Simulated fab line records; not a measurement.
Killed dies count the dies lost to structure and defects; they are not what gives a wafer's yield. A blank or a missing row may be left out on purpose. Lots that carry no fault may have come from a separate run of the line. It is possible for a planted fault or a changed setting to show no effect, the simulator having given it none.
Struck lot and sound lot, side by side || flow n5Finfet || 35 out of 1938 route steps
Sound: these wafers, L631.2, L631.4, L631.5. Wafers struck: L629.3, L629.4, L629.5. The cause is named last.
At each step with rows: each side's tool, then ch and its chambers, then its first start. Under that, the readings that differ: sound wafers || struck wafers || difference of the means || sigmas: that difference in standard deviations of wafers without a fault.
alike: readings whose means differ by less than 2 such deviations, and words and numbers that are the same on both sides. not compared: withheld readings, readings that some wafer has no value for, bounds like >300 that may hide the same value, and numbers for which the record gives no deviation and whose values overlap.
A row with sigmas, a row that says differs or no value, or rows on one side alone: a step with any of these is where the two part. Numbers that don't overlap but have no deviation are shown without sigmas and don't part them. A reading missing from all wafers of one side parts the sides only when that side holds two or more wafers.

first, 10 steps without rows for these wafers: N5_GATE_CUT_DESCUM_18 (chemistry O2, time 7 s); N5_GATE_CUT_ETCH_28 (etches underlayer in N2/H2, target depth 13 nm, time 10.4 s); N5_GATE_CUT_ETCH_36 (etches SiARC in CF4, target depth 13 nm, time 21.7 s); N5_GATE_CUT_ETCH_37 (etches SOC in N2/H2, target depth 60 nm, overetch 12 nm, time 90 s); N5_GATE_CUT_STRIP_38 (strips in N2/H2); N5_GATE_CUT_STRIP_39 (strips in N2/H2); N5_GATE_CUT_HM_OPEN_40 (chemistry C4F6/O2, target SiO2, target depth 139 nm, time 85.1 s); N5_GATE_CUT_STRIP_41 (strips in CF4); N5_GATE_CUT_STRIP_42 (strips in O2); N5_GATE_CUT_ETCH_19 (etches SiNx in CH3F/O2, target depth 53.7 nm, time 76.7 s).
N5_GATE_CUT_CUT_ETCH_53: etches W in SF6/Cl2, target depth 79.2 nm.
  sound on rieMetal-01 ch 0,1, day 10 11:26; struck on rieMetal-03 ch 0,1, day 10 11:07
  alike: drypumpMotorCurrentA, etchRfOnTimeS, oesProductAu, throttleValvePct
  not compared: rfHoursCounterH
then, 23 steps without rows for these wafers: N5_GATE_CUT_CUT_ETCH_54 (etches TiN in Cl2/BCl3, target depth 96.7 nm); N5_GATE_CUT_CUT_ETCH_55 (etches HfO2 in BCl3, target depth 3.2 nm); N5_GATE_CUT_ETCH_47 (etches SiO2 in Cl2/BCl3, target depth 10 nm); N5_GATE_CUT_VAPOR_ETCH_48 (etches TiN in BCl3/Cl2); N5_GATE_CUT_VAPOR_ETCH_49 (etches TiAlC in BCl3/Cl2); N5_GATE_CUT_VAPOR_ETCH_51 (etches HfO2 in BCl3/Cl2); N5_GATE_CUT_STRIP_21 (strips in N2/H2, time 30 s); N5_GATE_CUT_STRIP_29 (strips in post etch residue remover, time 60 s); N5_GATE_CUT_SRD_52 (time 30 s); N5_GATE_CUT_ALD_22 (deposits SiNx, target thk 16 nm, pulse time 1 s, ald cycles 320); N5_GATE_CUT_CMP_23 (polishes, stops on SiO2, t overpolish 23.4 s, target thk 16 nm); N5_GATE_CUT_CMP_43 (polishes SiO2); N5_GATE_CUT_CMP_61 (polishes, stops on SiNx, t overpolish 3 s); N5_MOL_CONTACT_COAG_COAT_103 (time 60 s, resist thk 80 nm); N5_MOL_CONTACT_COAG_COAT_104 (time 60 s, resist thk 12 nm); N5_MOL_CONTACT_COAG_COAT_58 (time 60 s, resist thk 10 nm); N5_MOL_CONTACT_COAG_COAT_02 (resist thk 30 nm); N5_MOL_CONTACT_COAG_EBR_04; N5_MOL_CONTACT_COAG_SOFTBAKE_03 (time 60 s); N5_MOL_CONTACT_COAG_EXPOSE_05 (exposes mask CA, defocus 0 nm); N5_MOL_CONTACT_COAG_PEB_06 (peb time 60 s); N5_MOL_CONTACT_COAG_DEVELOP_07 (develop time 30 s); N5_MOL_CONTACT_COAG_DESCUM_13 (chemistry O2, time 7 s).
-- here the record skips 10 days between the struck wafers' starts before and after, leaving off in module MOL_CONTACT_COAG and picking up in module PASSIVATION (first step shown: number 1936 of the route) --
N5_PASSIVATION_PROBE_49:
  the record has rows for the struck wafers here (prober-02, day 20 22:32) and none for the sound ones

== WHERE THEY PART ==
At N5_PASSIVATION_PROBE_49 and nowhere else, as far as this record goes.

WHY: whatever the simulator had introduced
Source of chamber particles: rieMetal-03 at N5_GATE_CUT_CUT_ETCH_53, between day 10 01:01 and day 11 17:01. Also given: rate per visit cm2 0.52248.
